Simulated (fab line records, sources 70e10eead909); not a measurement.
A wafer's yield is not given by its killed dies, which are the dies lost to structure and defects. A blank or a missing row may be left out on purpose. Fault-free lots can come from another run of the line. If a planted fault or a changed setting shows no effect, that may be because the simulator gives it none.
Chamber matching    flow nand harc    4 sister chambers for NHARC_A_CONTACT_DESCUM_47 on rie diel-11
The step chemistry O2, time 3 s. 20 wafers are shown with their chamber, then 10 later ones without.

WAFERS WITH THEIR CHAMBER
wafer   chamber  drypump motor current A (A)  showerhead plenum p Torr (Torr)  oes product au (a.u.)
L960.1  2        5.4                          1.99                             0.975
L960.2  0        5.1                          1.80                             0.983
L960.4  3        5.5                          2.04                             0.990
L964.2  0        5.1                          1.80                             0.995
L964.4  3        5.6                          2.04                             1.003
L964.6  1        5.7                          1.99                             1.003
L969.3  2        5.4                          1.99                             0.988
L969.4  0        5.1                          1.80                             0.994
L969.5  0        5.1                          1.80                             1.001
L968.1  3        5.6                          2.04                             0.995
L968.5  0        5.1                          1.80                             0.980
L968.6  1        5.7                          1.98                             1.001
L970.1  3        5.6                          2.03                             1.001
L970.4  2        5.4                          1.98                             0.990
L970.5  1        5.7                          1.98                             1.003
L973.2  3        5.6                          2.03                             0.997
L973.5  0        5.1                          1.79                             0.997
L973.6  1        5.7                          1.98                             0.999
L976.1  1        5.7                          1.98                             1.012
L976.2  0        5.1                          1.79                             1.006

SIGNATURES, as means of the wafers listed above
reading                   chamber 0  chamber 1  chamber 2  chamber 3  scatter within a chamber
drypump motor current A   5.100      5.700      5.400      5.580      0.0224
showerhead plenum p Torr  1.7971     1.9820     1.9867     2.0360     0.00506
oes product au            0.99371    1.00360    0.98433    0.99720    0.00731
Rule: for a wafer and a chamber, the distance is found by dividing, reading by reading, the gap between the wafer's reading and the chamber's mean by the reading's scatter, squaring, summing and taking the root. The wafer belongs to the nearest chamber; if the next one is less than 2 further off, it can't be placed. How the scatter is found: for the shown wafers, subtract from each reading the mean of its chamber, square and add these, divide the total by (wafers less chambers), then take the root.

WAFERS WITHOUT THEIR CHAMBER
wafer   drypump motor current A (A)  showerhead plenum p Torr (Torr)  oes product au (a.u.)
L976.5  5.6                          2.03                             1.007
L977.3  5.6                          2.03                             1.011
L977.4  5.4                          1.98                             1.000
L977.5  5.1                          1.79                             0.990
L978.3  5.7                          1.98                             1.002
L978.4  5.4                          1.98                             0.993
L978.6  5.1                          1.79                             0.999
L983.3  5.4                          1.98                             0.999
L983.5  5.4                          1.98                             1.005
L983.6  5.7                          1.98                             0.998

WHICH CHAMBER EACH WENT THROUGH
wafer   from the rows above  in truth
L976.5  3                    3
L977.3  3                    3
L977.4  2                    2
L977.5  0                    0
L978.3  1                    1
L978.4  2                    2
L978.6  0                    0
L983.3  2                    2
L983.5  2                    2
L983.6  1                    1
Correctly placed: 10 of 10. Number that these rows cannot place: 0. Wrongly placed: 0.
